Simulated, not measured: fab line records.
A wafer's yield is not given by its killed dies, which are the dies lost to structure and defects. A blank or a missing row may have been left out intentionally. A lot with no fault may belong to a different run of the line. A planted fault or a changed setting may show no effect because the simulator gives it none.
Chamber matching + flow n5-finfet + N5_SD_EPI_N_LINER_46 on ald-sin-01 has 4 sister chambers
The step material SiNx, target thk 3 nm. 8 wafers are shown with their chamber, then 9 later ones without.

## EACH WAFER AND ITS CHAMBER
| wafer  | chamber | heater-power-w (W) |
|--------|---------|--------------------|
| L081.6 | 0       | 794                |
| L087.1 | 3       | 892                |
| L088.2 | 2       | 860                |
| L088.3 | 1       | 786                |
| L088.5 | 1       | 797                |
| L090.1 | 0       | 814                |
| L090.3 | 3       | 898                |
| L090.4 | 2       | 841                |

## WAFERS WITH NO CHAMBER GIVEN
| wafer  | heater-power-w (W) |
|--------|--------------------|
| L092.1 | 853                |
| L092.2 | 820                |
| L092.4 | 787                |
| L093.1 | 772                |
| L093.2 | 816                |
| L093.3 | 864                |
| L093.4 | 886                |
| L093.5 | 795                |
| L093.6 | 839                |

## THE CHAMBER EACH PASSED THROUGH
| wafer  | from the rows above          | in truth |
|--------|------------------------------|----------|
| L092.1 | 2                            | 2        |
| L092.2 | can't be placed: 0 or 1 or 2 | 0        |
| L092.4 | can't be placed: 1 or 0      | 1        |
| L093.1 | can't be placed: 1 or 0      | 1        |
| L093.2 | can't be placed: 0 or 1      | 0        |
| L093.3 | can't be placed: 2 or 3      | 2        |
| L093.4 | 3                            | 3        |
| L093.5 | can't be placed: 1 or 0      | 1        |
| L093.6 | 2                            | 2        |
Correctly placed: 3 of 9. Can't be placed from these rows: 6 (the true chamber is among the candidates in 6). Number placed wrongly: 0.
How it was worked out, from the rows above alone: a wafer's distance from a chamber is the root of the sum, over the readings, of the square of ((its reading less the chamber's mean) divided by the reading's scatter). The wafer belongs to the nearest chamber; if the next one is less than 2 further off, it can't be placed. The mean given for a chamber averages the wafers shown for that chamber. How the scatter is found: for the shown wafers, subtract from each reading the mean of its chamber, square and add these, divide the total by (wafers less chambers), then take the root.
